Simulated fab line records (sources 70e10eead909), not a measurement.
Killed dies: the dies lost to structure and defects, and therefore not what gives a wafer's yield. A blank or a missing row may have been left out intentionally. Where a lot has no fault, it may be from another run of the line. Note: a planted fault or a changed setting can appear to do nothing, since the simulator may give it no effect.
Which tool was responsible? / flow nand-harc / 11 lots, 33 wafers sampled, at 4 steps of a route of 1159

## WHAT THE GAUGES SHOWED, per wafer
NHARC_A_SLIT_INSPECT_11.
lot=L267; measured=day 14 06:19; on=defect-inspect-01; raw-defect-count=17 23 18
lot=L269; measured=day 14 19:06; on=defect-inspect-02; raw-defect-count=12 13 5
lot=L271; measured=day 15 13:40; on=defect-inspect-02; raw-defect-count=8 10 9
lot=L272; measured=day 15 13:54; on=defect-inspect-02; raw-defect-count=7 14 15
lot=L278; measured=day 17 14:11; on=defect-inspect-01; raw-defect-count=479 421 460
lot=L282; measured=day 18 13:55; on=defect-inspect-02; raw-defect-count=440 429 448
lot=L283; measured=day 18 15:31; on=defect-inspect-02; raw-defect-count=12 9 11
lot=L285; measured=day 18 22:38; on=defect-inspect-02; raw-defect-count=37 24 32
lot=L286; measured=day 19 12:18; on=defect-inspect-02; raw-defect-count=32 44 27
lot=L289; measured=day 19 12:09; on=defect-inspect-01; raw-defect-count=34 36 26
lot=L288; measured=day 19 16:27; on=defect-inspect-01; raw-defect-count=17 15 19

## EACH LOT AND THE TOOL THAT RAN IT (in order: tool; ch and the chambers of the sampled wafers; start)
lot=L267; NHARC_A_SGD_CUT_STRIP_17=rie-diel-11 ch 1,2, day 13 21:30; NHARC_A_SGD_CUT_CMP_21=cmp-04 ch 1,2,3, day 14 02:05; NHARC_A_SLIT_DEP_00=acl-dep-01 ch 0, day 14 04:10
lot=L269; NHARC_A_SGD_CUT_STRIP_17=rie-diel-11 ch 1,2,3, day 14 15:12 or earlier; NHARC_A_SGD_CUT_CMP_21=cmp-04 ch 0,2,3, day 14 15:12; NHARC_A_SLIT_DEP_00=acl-dep-01 ch 0, day 14 16:18
lot=L271; NHARC_A_SGD_CUT_STRIP_17=rie-diel-11 ch 0,1,3, day 15 09:50 or earlier; NHARC_A_SGD_CUT_CMP_21=cmp-02 ch 0,2,3, day 15 09:50; NHARC_A_SLIT_DEP_00=acl-dep-01 ch 0, day 15 10:55
lot=L272; NHARC_A_SGD_CUT_STRIP_17=rie-diel-07 ch 0,1,3, day 15 09:49 or earlier; NHARC_A_SGD_CUT_CMP_21=cmp-01 ch 1,2, day 15 09:49; NHARC_A_SLIT_DEP_00=acl-dep-03 ch 0, day 15 11:04
lot=L278; NHARC_A_SGD_CUT_STRIP_17=rie-diel-11 ch 0,1,3, day 17 09:59 or earlier; NHARC_A_SGD_CUT_CMP_21=cmp-01 ch 0,2, day 17 09:59; NHARC_A_SLIT_DEP_00=acl-dep-01 ch 0, day 17 11:20
lot=L282; NHARC_A_SGD_CUT_STRIP_17=rie-diel-11 ch 2,3, day 18 10:05 or earlier; NHARC_A_SGD_CUT_CMP_21=cmp-04 ch 1,2, day 18 10:05; NHARC_A_SLIT_DEP_00=acl-dep-01 ch 0, day 18 11:34
lot=L283; NHARC_A_SGD_CUT_STRIP_17=rie-diel-10 ch 0,1,3, day 18 10:05 or earlier; NHARC_A_SGD_CUT_CMP_21=cmp-02 ch 0,3, day 18 10:05; NHARC_A_SLIT_DEP_00=acl-dep-03 ch 0, day 18 12:50
lot=L285; NHARC_A_SGD_CUT_STRIP_17=rie-diel-11 ch 1,3, day 18 18:46 or earlier; NHARC_A_SGD_CUT_CMP_21=cmp-04 ch 0,1,3, day 18 18:46; NHARC_A_SLIT_DEP_00=acl-dep-02 ch 0, day 18 19:50
lot=L286; NHARC_A_SGD_CUT_STRIP_17=rie-diel-11 ch 2,3, day 19 08:14 or earlier; NHARC_A_SGD_CUT_CMP_21=cmp-02 ch 1,2,3, day 19 08:14; NHARC_A_SLIT_DEP_00=acl-dep-02 ch 0, day 19 09:43
lot=L289; NHARC_A_SGD_CUT_STRIP_17=rie-diel-10 ch 0,2,3, day 19 08:14 or earlier; NHARC_A_SGD_CUT_CMP_21=cmp-01 ch 0,2, day 19 08:14; NHARC_A_SLIT_DEP_00=acl-dep-03 ch 0, day 19 09:21
lot=L288; NHARC_A_SGD_CUT_STRIP_17=rie-diel-11 ch 0,1, day 19 12:19 or earlier; NHARC_A_SGD_CUT_CMP_21=cmp-02 ch 0,1,3, day 19 12:19; NHARC_A_SLIT_DEP_00=acl-dep-03 ch 0, day 19 14:19
- NHARC_A_SGD_CUT_STRIP_17: strips in O2.
- NHARC_A_SGD_CUT_CMP_21: polishes, target thk 148.19 nm.
- NHARC_A_SLIT_DEP_00: deposits aC, target thk 3200 nm.

## THE ANSWER, worked out from the rows above alone
Rule: the usual values come from the lots themselves. Put in order of their means at a reading, lots are off if they are a third of the lots or fewer, leave a main group of 4 or more, and stand apart from it by a gap of 3 or more times the standard deviation of the main group's means; of several such gaps the widest counts. A main group is skipped when, at the precision printed for the reading in the tables above, its means are all equal. Also off: a lot with no number at a reading for which 4 or more lots have one. The other lots that the step has rows for count as sound.
Off, at NHARC_A_SLIT_INSPECT_11 on raw-defect-count: L278, L282. The main group: mean 19, standard deviation 9.7.
If a tool, at a process step before that reading, ran all the lots that are off and no sound lot after the first of them, it fits. Gauges at NHARC_A_SLIT_INSPECT_11: tried the same way as those tools. With no start given for some of its lots, NHARC_A_SGD_CUT_STRIP_17 uses the hours and lot order of NHARC_A_SGD_CUT_CMP_21. One fits: NHARC_A_SLIT_DEP_00 on acl-dep-01. Its last sound lot is L271 (day 15 10:55), its first lot that is off L278 (day 17 11:20): a fault that began between those two fits.

## WHAT THE SIMULATOR HAD PUT IN
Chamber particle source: acl-dep-01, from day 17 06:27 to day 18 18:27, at NHARC_A_SLIT_DEP_00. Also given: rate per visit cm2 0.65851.
Shown lots that were struck: L278, L282. This agrees with what the rule above found.
